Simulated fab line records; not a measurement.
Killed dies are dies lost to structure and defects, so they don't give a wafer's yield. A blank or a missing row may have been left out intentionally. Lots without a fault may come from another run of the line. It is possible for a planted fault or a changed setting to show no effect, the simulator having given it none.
Chamber matching    flow nand_harc    NHARC_A_STAIRCASE_TRIM_20 on rie_diel-07 has 4 sister chambers
The step chemistry O2, time 211.2 s. 20 wafers are shown with their chamber, then 10 later ones without.

== WAFERS, EACH WITH ITS CHAMBER ==
wafer   chamber  showerhead_plenum_p_Torr (Torr)  drypump_motor_current_A (A)  oes_product_au (a.u.)
L076.2  0        3.66                             6.0                          0.996
L076.5  3        3.64                             6.1                          0.985
L076.6  0        3.66                             6.0                          0.986
L079.2  3        3.64                             6.1                          0.983
L079.3  0        3.66                             5.9                          1.000
L079.5  0        3.66                             5.9                          0.989
L083.1  1        3.78                             5.8                          1.000
L083.3  2        3.30                             5.7                          0.998
L083.5  0        3.65                             5.9                          0.994
L084.4  3        3.63                             6.1                          0.990
L084.5  2        3.30                             5.7                          0.993
L084.6  1        3.77                             5.8                          1.008
L086.1  3        3.62                             6.1                          0.986
L086.3  0        3.65                             6.0                          0.998
L086.6  3        3.62                             6.1                          0.998
L089.1  0        3.64                             5.9                          1.003
L089.3  3        3.62                             6.1                          0.993
L089.5  1        3.77                             5.8                          0.999
L092.1  3        3.62                             6.1                          0.999
L092.4  0        3.64                             5.9                          0.990

SIGNATURES (means of the wafers above)
reading                   chamber 0  chamber 1  chamber 2  chamber 3  scatter within a chamber
showerhead_plenum_p_Torr  3.6525     3.7733     3.3000     3.6271     0.00851
drypump_motor_current_A   5.938      5.800      5.700      6.100      0.0342
oes_product_au            0.99450    1.00233    0.99550    0.99057    0.00582
Rule: for a wafer and a chamber, the distance is found by dividing, reading by reading, the gap between the wafer's reading and the chamber's mean by the reading's scatter, squaring, summing and taking the root. The wafer belongs to the nearest chamber; if the next one is less than 2 further off, it can't be placed. The scatter: take each reading less its chamber's mean, square it, sum over the shown wafers, divide by the number of wafers less the number of chambers, and take the root.

== WAFERS MISSING THEIR CHAMBER ==
wafer   showerhead_plenum_p_Torr (Torr)  drypump_motor_current_A (A)  oes_product_au (a.u.)
L092.5  3.76                             5.8                          1.003
L093.1  3.75                             5.8                          0.995
L093.4  3.28                             5.7                          1.001
L093.5  3.75                             5.8                          1.008
L094.1  3.75                             5.8                          0.999
L094.2  3.63                             5.9                          1.003
L094.4  3.61                             6.1                          1.016
L097.3  3.60                             6.1                          0.994
L097.4  3.63                             5.9                          0.986
L097.6  3.28                             5.7                          1.002

== WHICH CHAMBER EACH WENT THROUGH ==
wafer   from the rows above  in truth
L092.5  1                    1
L093.1  1                    1
L093.4  2                    2
L093.5  1                    1
L094.1  1                    1
L094.2  0                    0
L094.4  3                    3
L097.3  3                    3
L097.4  0                    0
L097.6  2                    2
10 of 10 placed correctly. Not placeable from these rows: 0. Placed wrongly: 0.
